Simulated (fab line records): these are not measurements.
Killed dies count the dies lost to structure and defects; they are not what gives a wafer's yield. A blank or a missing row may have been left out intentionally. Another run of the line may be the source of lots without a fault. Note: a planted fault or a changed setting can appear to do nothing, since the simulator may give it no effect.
fab line records | flow n5_finfet | part 2 of 2: steps 5 to 6 of 6
record lots=22 | wafers=66 | last_day=19
route steps=1938 shown FIN_SAQP@128 FIN_CUT@169 STI_FIN_REVEAL@184
lots that met no fault: taken from a fault-free run of the same line
start_h: the number of hours between the record's first day and the start of the first shown wafer of the lot | wait_h: how many hours have passed since the lot's step before this one | " the same as in the row above | L1.1+2: a row that stands for several wafers | - no value, or no start given | * or withheld: withheld | < > ~ a bound
route shown NAME@n: names a module that has steps shown in the file, with the first one's number in the route | usual: the fault-free wafers' mean and standard deviation | same: alike in all rows | chamber/n: place in a boat | sites: the reading at each site | _std_site: the standard deviation of these | _edge_site: outer sites' mean less inner sites' | radius_mm: for every site, how far away it sits from the centre of the wafer | mask NAME#n: copy n | behind: the last tool/chamber to shape the wafer | hold: the reason the lot was held/the length of the hold in hours/how it ended | device: the transistor (n, p or np) that didn't switch | end of line: the same wafers' tests at the end of the route | a step with no rows: only its recipe | killed: not the wafer's yield, but the dies lost to structure and defects at the first sort | map: the dies of a wafer, with x for killed, . for not killed, _ for no die there
set.NAME: the run value of the setting; set.NAME@STEP: its run value at that earlier step | model.NAME: the simulator's own value behind a step, which no gauge read
steps of the route over a sample of lots; a table a step, a row a wafer
services: the hour from which a tool's chamber was out of use, counted from the record's first day as start_h (under 0 if before that day), plus the number of hours and why
## steps
# step N5_STI_FIN_REVEAL_ETCHBACK_08
# recipe chemistry=C4F6/O2 | target=SiO2 | target_depth_a=305 | time_s=10.167 | ion_energy_ev=250 | pressure_mtorr=30 | source_w=345 | bias_w=185 | Ar_flow_sccm=300 | C4F6_flow_sccm=10 | O2_flow_sccm=10
# usual O2_flow_sccm=10.001/0.029 | drypump_motor_current_A=5.6/0.51 | mfc_ar_sccm=300.1/0.88 | oes_o_777_au=0.77/0.072 | oes_product_au=0.77/0.072 | rf_vpp_V=656/17 | showerhead_plenum_p_Torr=2.88/0.062 | throttle_valve_pct=21.19/0.25
lot.wafer | tool        | chamber | start_h | wait_h | O2_flow_sccm | drypump_motor_current_A | mfc_ar_sccm | oes_o_777_au | oes_product_au | rf_hours_counter_h | rf_vpp_V | showerhead_plenum_p_Torr | throttle_valve_pct
L074.1    | rie_diel-02 | 2       | 35.16   | 0.2    | 9.964        | 5.1                     | 299.8       | 0.79         | 0.76           | 144                | 655      | 2.97                     | 21.27
L074.5    | "           | 1       | "       | "      | 10.025       | 5.7                     | 301.0       | 0.83         | 0.82           | -                  | 666      | 2.89                     | 21.41
L074.6    | "           | 0       | "       | "      | 10.039       | 6.2                     | 298.1       | 0.74         | 0.73           | -                  | 683      | 2.96                     | 21.52
L075.2    | rie_diel-06 | 0       | 39.54   | 0.2    | 10.036       | 5.3                     | 299.2       | 0.75         | 0.77           | 130                | 643      | 2.98                     | 21.35
L075.5    | "           | 3       | "       | "      | 10.024       | 4.8                     | 300.1       | 0.68         | 0.69           | -                  | 677      | 2.80                     | 20.86
L075.6    | "           | 0       | "       | "      | 9.998        | 5.3                     | 299.9       | 0.74         | 0.78           | -                  | 643      | 2.98                     | 21.37
L076.4    | rie_diel-05 | 2       | 45.66   | 0.1    | 9.995        | 5.9                     | 299.0       | 0.92         | 0.93           | -                  | 631      | 2.81                     | 20.93
L076.5    | "           | 1       | "       | "      | 10.018       | 4.9                     | 301.0       | 0.67         | 0.72           | -                  | 655      | 2.89                     | 21.05
L076.6    | "           | 0       | "       | "      | 9.994        | 6.3                     | 301.6       | 0.82         | 0.84           | -                  | 640      | 2.78                     | 21.09
L078.4    | rie_diel-05 | 1       | 58.06   | 0.4    | 9.977        | 4.9                     | 300.4       | 0.67         | 0.72           | 145                | 655      | 2.89                     | 21.06
L078.5    | "           | 1       | "       | "      | 10.024       | 4.9                     | 300.0       | 0.67         | 0.72           | -                  | 654      | 2.89                     | 21.05
L078.6    | "           | 2       | "       | "      | 9.988        | 5.9                     | 300.4       | 0.91         | 0.90           | -                  | 629      | 2.81                     | 20.94
L079.1    | rie_diel-02 | 1       | 63.69   | 0.2    | 10.042       | 5.8                     | 298.8       | 0.83         | 0.81           | 93                 | 665      | 2.88                     | 21.42
L079.3    | "           | 3       | "       | "      | 9.971        | 5.3                     | 299.6       | 0.76         | 0.69           | 210                | 634      | 2.92                     | 21.36
L079.4    | "           | 0       | "       | "      | 10.029       | 6.2                     | 299.6       | 0.74         | 0.72           | 176                | 684      | 2.95                     | 21.53
L080.3    | rie_diel-05 | 0       | 70.32   | 0.1    | 9.962        | 6.3                     | 299.2       | 0.81         | 0.83           | 82                 | 641      | 2.78                     | 21.08
L080.4    | "           | 2       | "       | "      | 9.997        | 5.9                     | 299.2       | 0.91         | 0.90           | 20                 | 631      | 2.80                     | 20.92
L080.5    | "           | 0       | "       | "      | 9.983        | 6.3                     | 301.8       | 0.81         | 0.82           | -                  | 641      | 2.78                     | 21.07
L081.2    | rie_diel-05 | 3       | 75.38   | 0.3    | 10.037       | 5.6                     | 300.9       | 0.73         | 0.71           | 202                | 672      | 2.92                     | 21.05
L081.3    | "           | 2       | "       | "      | 10.036       | 6.0                     | 299.7       | 0.90         | 0.89           | 22                 | 630      | 2.80                     | 20.94
L081.5    | "           | 2       | "       | "      | 10.031       | 5.9                     | 300.5       | 0.90         | 0.90           | -                  | 630      | 2.80                     | 20.94
L082.2    | rie_diel-05 | 2       | 81.14   | 0.2    | 10.033       | 5.9                     | 299.8       | 0.89         | 0.89           | 24                 | 631      | 2.80                     | 20.95
L082.3    | "           | 1       | "       | "      | 9.990        | 5.0                     | 299.5       | 0.66         | 0.71           | 153                | 655      | 2.89                     | 21.07
L082.6    | "           | 1       | "       | "      | 9.963        | 4.9                     | 300.5       | 0.66         | 0.70           | -                  | 654      | 2.89                     | 21.09
L083.3    | rie_diel-02 | 2       | 88.14   | 0.1    | 10.012       | 5.1                     | 301.1       | 0.77         | 0.74           | 162                | 656      | 2.96                     | 21.28
L083.4    | "           | 1       | "       | "      | 9.971        | 5.8                     | 299.8       | 0.82         | 0.79           | 102                | 665      | 2.88                     | 21.43
L083.5    | "           | 1       | "       | "      | 9.959        | 5.8                     | 300.6       | 0.81         | 0.79           | -                  | 664      | 2.88                     | 21.45
L084.1    | rie_diel-06 | 2       | 95.44   | 0.2    | 9.995        | 5.4                     | 300.5       | 0.72         | 0.69           | 234                | 673      | 2.89                     | 21.11
L084.4    | "           | 3       | "       | "      | 9.996        | 4.8                     | 299.0       | 0.94         | 0.98           | 3                  | 677      | 2.80                     | 20.58
L084.6    | "           | 1       | "       | "      | 9.980        | 6.5                     | 299.7       | 0.88         | 0.87           | -                  | 666      | 2.89                     | 20.65
L085.1    | rie_diel-02 | 1       | 105.41  | 0.2    | 9.984        | 5.7                     | 298.5       | 0.81         | 0.79           | 108                | 665      | 2.88                     | 21.44
L085.4    | "           | 3       | "       | "      | 10.011       | 5.3                     | 301.1       | 0.75         | 0.68           | 223                | 633      | 2.91                     | 21.39
L085.6    | "           | 0       | "       | "      | 9.994        | 6.2                     | 298.5       | 0.72         | 0.72           | -                  | 683      | 2.94                     | 21.55
L086.1    | rie_diel-02 | 0       | 108.17  | 0.2    | 9.968        | 6.2                     | 299.0       | 0.72         | 0.71           | 192                | 684      | 2.94                     | 21.54
L086.2    | "           | 1       | "       | "      | 10.015       | 5.8                     | 300.3       | 0.81         | 0.79           | 109                | 665      | 2.88                     | 21.44
L086.3    | "           | 3       | "       | "      | 10.015       | 5.3                     | 300.0       | 0.75         | 0.69           | 224                | 633      | 2.91                     | 21.37
L087.1    | rie_diel-02 | 1       | 111.39  | 0.4    | 9.996        | 5.8                     | 300.7       | 0.80         | 0.80           | 111                | 665      | 2.88                     | 21.45
L087.2    | "           | 3       | "       | "      | 9.968        | 5.3                     | 300.3       | 0.75         | 0.69           | 225                | 634      | 2.91                     | 21.38
L087.4    | "           | 0       | "       | "      | 10.008       | 6.1                     | 298.6       | 0.72         | 0.72           | 194                | 686      | 2.94                     | 21.55
L088.1    | rie_diel-02 | 3       | 116.91  | 0.2    | 9.979        | 5.3                     | 299.4       | 0.74         | 0.69           | 227                | 633      | 2.91                     | 21.39
L088.3    | "           | 1       | "       | "      | 9.973        | 5.8                     | 299.2       | 0.81         | 0.79           | 113                | 667      | 2.88                     | 21.46
L088.5    | "           | 2       | "       | "      | 10.009       | 5.1                     | 301.3       | 0.77         | 0.73           | -                  | 657      | 2.95                     | 21.29
L089.2    | rie_diel-02 | 1       | 123.78  | 0.2    | 10.000       | 5.8                     | 300.4       | 0.80         | 0.79           | 115                | 665      | 2.88                     | 21.47
L089.3    | "           | 2       | "       | "      | 9.946        | 5.1                     | 300.0       | 0.76         | 0.73           | 174                | 658      | 2.95                     | 21.31
L089.6    | "           | 2       | "       | "      | 9.954        | 5.1                     | 299.2       | 0.77         | 0.73           | -                  | 656      | 2.95                     | 21.30
L091.2    | rie_diel-05 | 0       | 135.52  | 0.2    | 9.986        | 6.3                     | 299.4       | 0.79         | 0.81           | 102                | 639      | 2.77                     | 21.12
L091.3    | "           | 3       | "       | "      | 9.977        | 5.6                     | 299.0       | 0.72         | 0.72           | 221                | 671      | 2.91                     | 21.09
L091.4    | "           | 1       | "       | "      | 10.025       | 4.9                     | 299.4       | 0.65         | 0.70           | 169                | 656      | 2.88                     | 21.10
L092.2    | rie_diel-05 | 0       | 142.23  | 0.2    | 10.016       | 6.3                     | 300.1       | 0.79         | 0.81           | 104                | 640      | 2.77                     | 21.13
L092.4    | "           | 1       | "       | "      | 10.002       | 4.9                     | 300.0       | 0.64         | 0.70           | 171                | 654      | 2.88                     | 21.11
L092.6    | "           | 1       | "       | "      | 9.992        | 4.9                     | 299.4       | 0.64         | 0.70           | -                  | 654      | 2.88                     | 21.09
L093.1    | rie_diel-02 | 2       | 148.71  | 0.2    | 9.993        | 5.1                     | 299.8       | 0.76         | 0.72           | 183                | 656      | 2.95                     | 21.30
L093.5    | "           | 3       | "       | "      | 10.073       | 5.3                     | 299.7       | 0.74         | 0.67           | -                  | 633      | 2.90                     | 21.41
L093.6    | "           | 0       | "       | "      | 10.028       | 6.1                     | 299.0       | 0.71         | 0.71           | -                  | 684      | 2.94                     | 21.56
L094.2    | rie_diel-06 | 3       | 155.09  | 0.2    | 10.005       | 4.8                     | 299.9       | 0.88         | 0.90           | 25                 | 675      | 2.79                     | 20.61
L094.3    | "           | 1       | "       | "      | 9.947        | 6.4                     | 300.5       | 0.84         | 0.84           | 68                 | 665      | 2.88                     | 20.69
L094.5    | "           | 3       | "       | "      | 9.985        | 4.8                     | 300.6       | 0.89         | 0.91           | -                  | 676      | 2.79                     | 20.60
L095.1    | rie_diel-05 | 1       | 161.24  | 0.2    | 9.979        | 4.9                     | 300.1       | 0.65         | 0.69           | 178                | 656      | 2.87                     | 21.11
L095.2    | "           | 2       | "       | "      | 9.967        | 6.0                     | 298.7       | 0.84         | 0.85           | 50                 | 629      | 2.79                     | 20.98
L095.4    | "           | 3       | "       | "      | 10.051       | 5.6                     | 300.4       | 0.72         | 0.71           | 229                | 671      | 2.91                     | 21.08
L096.1    | rie_diel-02 | 2       | 165.48  | 0.3    | 10.022       | 5.1                     | 299.9       | 0.76         | 0.72           | 189                | 655      | 2.95                     | 21.32
L096.3    | "           | 0       | "       | "      | 9.977        | 6.2                     | 300.0       | 0.71         | 0.69           | 214                | 683      | 2.93                     | 21.58
L096.5    | "           | 0       | "       | "      | 10.020       | 6.1                     | 300.0       | 0.70         | 0.69           | -                  | 684      | 2.93                     | 21.58
L097.1    | rie_diel-05 | 3       | 172.81  | 0.2    | 9.995        | 5.6                     | 300.6       | 0.71         | 0.70           | 233                | 671      | 2.91                     | 21.10
L097.4    | "           | 1       | "       | "      | 10.053       | 4.9                     | 300.4       | 0.64         | 0.70           | 182                | 656      | 2.87                     | 21.12
L097.5    | "           | 0       | "       | "      | 10.016       | 6.3                     | 300.8       | 0.78         | 0.79           | -                  | 639      | 2.76                     | 21.14
# step N5_STI_FIN_REVEAL_RECESS_09
# recipe chemistry=HF/NH3 | target=SiO2 | afs_cycles=11 | target_depth_a=425 | temp_c=30 | sublimation_temp_c=180 | sublimation_time_s=60
# usual drypump_motor_current_A=5.68/0.28 | foreline_p_Torr=0.1280/0.00051
lot.wafer | tool          | chamber | start_h | wait_h | drypump_motor_current_A | foreline_p_Torr
L074.1    | vapor_etch-01 | 1       | 35.42   | 0.0    | 5.81                    | 0.1283
L074.5    | "             | 1       | 37.54   | 2.1    | 5.81                    | 0.1281
L074.6    | "             | 1       | "       | "      | 5.83                    | 0.1287
L075.2    | vapor_etch-02 | 0       | 39.79   | 0.0    | 5.26                    | 0.1277
L075.5    | "             | 0       | 40.85   | 1.1    | 5.25                    | 0.1282
L075.6    | "             | 1       | "       | "      | 5.94                    | 0.1277
L076.4    | vapor_etch-02 | 0       | 46.42   | 0.6    | 5.21                    | 0.1279
L076.5    | "             | 0       | "       | "      | 5.23                    | 0.1283
L076.6    | "             | 1       | "       | "      | 5.94                    | 0.1280
L078.4    | vapor_etch-02 | 0       | 58.84   | 0.6    | 5.25                    | 0.1289
L078.5    | "             | 1       | "       | "      | 5.95                    | 0.1281
L078.6    | "             | 0       | "       | "      | 5.25                    | 0.1288
L079.1    | vapor_etch-01 | 0       | 63.94   | 0.0    | 5.77                    | 0.1276
L079.3    | "             | 1       | "       | "      | 5.77                    | 0.1274
L079.4    | "             | 0       | "       | "      | 5.79                    | 0.1279
L080.3    | vapor_etch-02 | 1       | 71.10   | 0.6    | 5.95                    | 0.1278
L080.4    | "             | 0       | "       | "      | 5.28                    | 0.1285
L080.5    | "             | 0       | "       | "      | 5.24                    | 0.1282
L081.2    | vapor_etch-01 | 0       | 75.64   | 0.0    | 5.76                    | 0.1280
L081.3    | "             | 1       | "       | "      | 5.81                    | 0.1281
L081.5    | "             | 1       | "       | "      | 5.80                    | 0.1285
L082.2    | vapor_etch-02 | 0       | 81.39   | 0.0    | 5.24                    | 0.1283
L082.3    | "             | 0       | "       | "      | 5.25                    | 0.1277
L082.6    | "             | 0       | "       | "      | 5.23                    | 0.1284
L083.3    | vapor_etch-02 | 1       | 88.92   | 0.6    | 5.95                    | 0.1286
L083.4    | "             | 0       | "       | "      | 5.25                    | 0.1272
L083.5    | "             | 0       | "       | "      | 5.24                    | 0.1283
L084.1    | vapor_etch-02 | 1       | 95.70   | 0.0    | 5.96                    | 0.1280
L084.4    | "             | 1       | "       | "      | 5.95                    | 0.1278
L084.6    | "             | 0       | "       | "      | 5.26                    | 0.1280
L085.1    | vapor_etch-02 | 1       | 105.67  | 0.0    | 5.93                    | 0.1279
L085.4    | "             | 1       | "       | "      | 5.94                    | 0.1283
L085.6    | "             | 0       | "       | "      | 5.26                    | 0.1278
L086.1    | vapor_etch-01 | 0       | 108.42  | 0.0    | 5.80                    | 0.1282
L086.2    | "             | 1       | "       | "      | 5.81                    | 0.1272
L086.3    | "             | 1       | "       | "      | 5.78                    | 0.1281
L087.1    | vapor_etch-01 | 1       | 111.64  | 0.0    | 5.80                    | 0.1279
L087.2    | "             | 0       | "       | "      | 5.80                    | 0.1280
L087.4    | "             | 1       | "       | "      | 5.80                    | 0.1286
L088.1    | vapor_etch-01 | 1       | 117.16  | 0.0    | 5.76                    | 0.1285
L088.3    | "             | 1       | "       | "      | 5.78                    | 0.1275
L088.5    | "             | 1       | "       | "      | 5.79                    | 0.1279
L089.2    | vapor_etch-01 | 0       | 124.04  | 0.0    | 5.81                    | 0.1283
L089.3    | "             | 0       | "       | "      | 5.83                    | 0.1279
L089.6    | "             | 1       | "       | "      | 5.81                    | 0.1284
L091.2    | vapor_etch-02 | 1       | 135.77  | 0.0    | 5.95                    | 0.1276
L091.3    | "             | 0       | "       | "      | 5.25                    | 0.1281
L091.4    | "             | 1       | "       | "      | 5.94                    | 0.1276
L092.2    | vapor_etch-02 | 1       | 142.48  | 0.0    | 5.95                    | 0.1287
L092.4    | "             | 1       | "       | "      | 5.94                    | 0.1279
L092.6    | "             | 0       | "       | "      | 5.24                    | 0.1275
L093.1    | vapor_etch-02 | 0       | 148.96  | 0.0    | 5.25                    | 0.1278
L093.5    | "             | 1       | 150.02  | 1.1    | 5.96                    | 0.1274
L093.6    | "             | 0       | "       | "      | 5.25                    | 0.1275
L094.2    | vapor_etch-01 | 0       | 155.34  | 0.0    | 5.79                    | 0.1280
L094.3    | "             | 1       | "       | "      | 5.77                    | 0.1275
L094.5    | "             | 1       | "       | "      | 5.81                    | 0.1278
L095.1    | vapor_etch-01 | 0       | 161.49  | 0.0    | 5.75                    | 0.1283
L095.2    | "             | 1       | "       | "      | 5.80                    | 0.1284
L095.4    | "             | 1       | "       | "      | 5.78                    | 0.1278
L096.1    | vapor_etch-02 | 1       | 165.74  | 0.0    | 5.96                    | 0.1293
L096.3    | "             | 0       | "       | "      | 5.22                    | 0.1278
L096.5    | "             | 1       | "       | "      | 5.94                    | 0.1285
L097.1    | vapor_etch-01 | 1       | 173.06  | 0.0    | 5.81                    | 0.1281
L097.4    | "             | 1       | "       | "      | 5.77                    | 0.1283
L097.5    | "             | 0       | "       | "      | 5.78                    | 0.1282
## services
tool          | chamber | start_h | hours | kind
rie_diel-05   | -       | 5.20    | 0.2   | repair
rie_diel-03   | 2       | 6.01    | 12.1  | repair
vapor_etch-02 | -       | 13.57   | 14.6  | pm
rie_diel-02   | 3       | 24.79   | 6.3   | repair
vapor_etch-01 | 0       | 32.22   | 18.8  | repair
rie_diel-05   | 3       | 39.99   | 7.1   | repair
rie_diel-02   | 3       | 42.32   | 4.4   | repair
rie_diel-06   | -       | 46.53   | 2.8   | pm
rie_diel-04   | -       | 52.58   | 0.2   | repair
rie_diel-03   | 0       | 55.84   | 5.4   | repair
vapor_etch-01 | -       | 62.01   | 0.3   | repair
ald_sin-02    | -       | 62.02   | 2.1   | repair
ald_sin-03    | 0       | 79.03   | 7.5   | repair
ald_sin-02    | -       | 85.49   | 14.0  | pm
rie_diel-06   | 3       | 89.22   | 5.0   | repair
ald_sin-04    | -       | 89.69   | 1.2   | repair
rie_diel-04   | 2       | 96.27   | 15.7  | repair
ald_sin-03    | 3       | 101.49  | 2.7   | repair
rie_diel-05   | 1       | 121.32  | 1.8   | repair
ald_sin-04    | 3       | 123.68  | 6.9   | repair
rie_diel-04   | -       | 136.35  | 1.1   | repair
rie_diel-04   | 0       | 152.81  | 8.1   | repair
rie_diel-04   | -       | 167.56  | 0.5   | repair
rie_diel-06   | 1       | 173.12  | 2.4   | repair
